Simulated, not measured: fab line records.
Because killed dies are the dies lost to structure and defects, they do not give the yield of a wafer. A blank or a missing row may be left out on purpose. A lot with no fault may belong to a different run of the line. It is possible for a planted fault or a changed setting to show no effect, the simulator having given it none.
What tool caused it? -- flow n5 finfet -- 32 wafers from 11 lots sampled at 5 of the route's 1938 steps

== WHAT THE GAUGES READ, wafer by wafer ==
N5_BEOL_M3_CD_MEAS_35: target cd 18 nm, target cd y 21 nm. Usual: cd nm 18.0 nm, standard deviation 0.39.
lot,measured,on,cd nm (nm),flag
L945,day 8 06:35,cd sem-03,18.5 18.3 17.7,
L946,day 8 10:10,cd sem-01,17.2 18.3 18.6,
L947,day 8 13:37,cd sem-02,18.0 18.4 18.4,
L954,day 9 15:33,cd sem-01,17.4 18.2 18.6,
L958,day 11 12:45,cd sem-02,17.7 17.7 17.9,
L960,day 11 12:52,cd sem-03,17.9 18.2 17.8,
L962,day 11 20:01,cd sem-01,18.3 18.1,
L964,day 12 03:15,cd sem-01,17.9 17.6 17.8,
L965,day 12 04:08,cd sem-01,18.2 17.8 17.4,
L966,day 13 09:12,cd sem-03,18.6 17.7 18.1,
L968,day 13 17:54,cd sem-01,18.3 17.6 18.5,

N5_BEOL_M4_RC_MEAS_101. Usual: DIBL_N 36.6 mV/V, standard deviation 2.1; DIBL_P 36.5 mV/V, standard deviation 2.7; IOFF_N 0.17 nA/um, standard deviation 0.043; IOFF_P 0.22 nA/um, standard deviation 0.045; ION_N 674 uA/um, standard deviation 17; ION_P 461 uA/um, standard deviation 9.9; SS_N 71.7 mV/dec, standard deviation 0.79; SS_P 73.4 mV/dec, standard deviation 0.79; VT_N 249 mV, standard deviation 4; VT_P -250 mV, standard deviation 3.3.
lot,measured,on,DIBL_N (mV/V),DIBL_P (mV/V),IOFF_N (nA/um),IOFF_P (nA/um),ION_N (uA/um),ION_P (uA/um),SS_N (mV/dec),SS_P (mV/dec),VT_N (mV),VT_P (mV),flag
L945,day 8 20:52,prober-01,33.1 34.9 38.3,33.5 36.1 39.8,0.10 0.14 0.22,0.14 0.18 0.24,647 658 696,443 454 469,70.5 71.3 72.1,71.6 73.0 73.2,258 252 244,-256 -254 -251,
L946,day 8 23:49,prober-02,37.2 31.8 34.4,35.6 30.3 34.2,0.18 0.10 0.14,0.23 0.16 0.21,672 658 681,466 458 475,71.4 69.4 70.2,73.3 72.2 73.3,247 253 250,-248 -252 -249,
L947,day 9 02:56,prober-02,40.5 37.7 38.3,39.4 35.1 37.4,0.23 0.17 0.20,0.26 0.19 0.23,695 676 693,463 454 464,73.2 72.8 72.4,74.4 73.9 73.9,247 250 248,-250 -254 -248,
L954,day 10 02:13,prober-02,35.5 37.8 35.6,36.0 38.4 35.0,0.15 0.19 0.15,0.23 0.27 0.21,673 682 684,467 478 473,71.9 72.0 71.7,73.6 74.2 73.3,248 249 250,-246 -246 -247,
L958,day 12 05:52,prober-02,35.7 36.4 35.5,36.7 37.6 36.8,0.15 0.16 0.14,0.22 0.24 0.22,667 666 673,466 466 465,71.7 71.9 70.7,73.9 73.5 73.5,253 252 252,-248 -247 -249,
L960,day 12 05:59,prober-01,39.8 36.4 31.1,41.0 36.3 30.7,0.22 0.14 0.09,0.27 0.19 0.13,696 658 644,465 452 447,72.8 71.2 69.8,74.6 72.9 72.0,245 255 257,-246 -252 -255,
L962,day 12 11:46,prober-02,37.5 36.2,37.3 36.1,0.21 0.18,0.22 0.20,678 699,460 469,71.7 71.6,73.9 73.4,244 246,-250 -250,
L964,day 12 18:49,prober-01,37.2 36.0 37.9,37.7 36.6 38.2,0.18 0.17 0.19,0.24 0.23 0.24,699 678 664,478 465 456,72.0 71.1 72.0,73.5 73.3 73.2,247 246 245,-246 -247 -249,
L965,day 12 20:22,prober-02,35.6 35.8 37.1,35.6 36.1 37.1,0.15 0.16 0.19,0.19 0.19 0.22,665 681 673,447 456 449,71.4 71.3 72.3,73.5 73.6 73.9,252 250 246,-254 -254 -253,
L966,day 14 02:22,prober-02,36.5 40.9 36.9,38.2 43.3 38.2,0.16 0.30 0.18,0.23 0.37 0.23,661 712 682,455 483 462,71.5 72.4 71.4,74.0 75.4 74.2,251 240 247,-251 -245 -251,
L968,day 14 08:18,prober-02,38.0 37.7 35.5,35.3 35.8 33.8,0.19 0.16 0.14,0.20 0.20 0.17,693 654 680,467 445 472,72.9 71.8 71.3,73.4 73.4 73.6,246 251 251,-252 -252 -252,

== TOOL THAT RAN EACH LOT (tool first, then ch and the chambers of the sampled wafers, then the start) ==
lot,N5_BEOL_M3_CVD_47,N5_BEOL_M3_SPUTTER_79,N5_BEOL_M3_ANNEAL_80
L945,"cvd co-02 ch 1,2, day 8 07:56","pvd sputter-02, day 8 08:20","pvd sputter-02, day 8 08:25"
L946,"cvd co-02 ch 0,2, day 8 10:58","pvd sputter-01, day 8 11:21","pvd sputter-01, day 8 11:26"
L947,"cvd co-01 ch 1,2, day 8 14:14","pvd sputter-03, day 8 14:45","pvd sputter-03, day 8 14:50"
L954,"cvd co-02 ch 0,1,2, day 9 16:16","pvd sputter-01, day 9 16:39","pvd sputter-01, day 9 16:44"
L958,"cvd co-01 ch 0,1,2, day 11 13:48","pvd sputter-02, day 11 14:40","pvd sputter-02, day 11 14:45"
L960,"cvd co-01 ch 0,1,2, day 11 14:14","pvd sputter-03, day 11 16:00","pvd sputter-03, day 11 16:05"
L962,"cvd co-02 ch 0, day 11 22:21","pvd sputter-03, day 11 22:50","pvd sputter-03, day 11 22:55"
L964,"cvd co-01 ch 0,2, day 12 04:43","pvd sputter-03, day 12 05:05","pvd sputter-03, day 12 05:10"
L965,"cvd co-01 ch 1,2, day 12 04:55","pvd sputter-01, day 12 05:19","pvd sputter-01, day 12 05:23"
L966,"cvd co-02 ch 0,1, day 13 09:52","pvd sputter-02, day 13 11:43","pvd sputter-02, day 13 11:48"
L968,"cvd co-02 ch 0,1, day 13 18:34","pvd sputter-01, day 13 19:02","pvd sputter-01, day 13 19:07"
- N5_BEOL_M3_CVD_47: deposits Co from CCTBA/H2, target thk 3 nm, time 223.8 s.
- N5_BEOL_M3_SPUTTER_79: material Cu, target thk 4.5 nm, time 8.29 s.
- N5_BEOL_M3_ANNEAL_80: time 240 s.

== AS READ BY THE TOOLS THEMSELVES (means over the sampled wafers that have a number; for cases with no such wafer, the mark the record gives instead) ==
N5_BEOL_M3_CVD_47. Usual: run length s 246.6 s, standard deviation 0.64.
lot,tool,run length s (s),flag
L945,cvd co-02,246.7,
L946,cvd co-02,246.8,
L947,cvd co-01,246.5,
L954,cvd co-02,272.2,OFF
L958,cvd co-01,246.8,
L960,cvd co-01,246.6,
L962,cvd co-02,245.9,
L964,cvd co-01,246.6,
L965,cvd co-01,246.8,
L966,cvd co-02,245.9,
L968,cvd co-02,246.0,

N5_BEOL_M3_SPUTTER_79. Usual: throttle valve pct 30.3 %, standard deviation 0.95.
lot,tool,throttle valve pct (%),flag
L945,pvd sputter-02,30.0,
L946,pvd sputter-01,29.5,
L947,pvd sputter-03,31.0,
L954,pvd sputter-01,29.9,
L958,pvd sputter-02,29.7,
L960,pvd sputter-03,31.3,
L962,pvd sputter-03,31.0,
L964,pvd sputter-03,31.4,
L965,pvd sputter-01,29.7,
L966,pvd sputter-02,30.1,
L968,pvd sputter-01,29.7,

N5_BEOL_M3_ANNEAL_80. Usual: heater power w 859 W, standard deviation 120.
lot,tool,heater power w (W),flag
L945,pvd sputter-02,801,
L946,pvd sputter-01,827,
L947,pvd sputter-03,820,
L954,pvd sputter-01,956,
L958,pvd sputter-02,747,
L960,pvd sputter-03,796,
L962,pvd sputter-03,780,
L964,pvd sputter-03,777,
L965,pvd sputter-01,923,
L966,pvd sputter-02,833,
L968,pvd sputter-01,938,

== THE ANSWER, worked out from the rows above alone ==
Rule: lot off if the mean of its wafers having a number is beyond 3 standard deviations from the usual mean. A lot without any number at a reading at which 4 lots or more have one is off too. The other lots that the step has rows for count as sound. After the gauges, taken in route order, come the tools' own readings; for these a lot's mean is taken, as printed above. The first step at which some lot is off is used, and at that step the reading that is off furthest; a lot without a number counts as furthest.
Off: L954 (N5_BEOL_M3_CVD_47, run length s).
A tool fits if, at that step or a process step before it, it ran every lot that is off, and no sound lot after the first of them. Not one of the candidates tried fits.

== WHAT THE SIMULATOR PUT IN ==
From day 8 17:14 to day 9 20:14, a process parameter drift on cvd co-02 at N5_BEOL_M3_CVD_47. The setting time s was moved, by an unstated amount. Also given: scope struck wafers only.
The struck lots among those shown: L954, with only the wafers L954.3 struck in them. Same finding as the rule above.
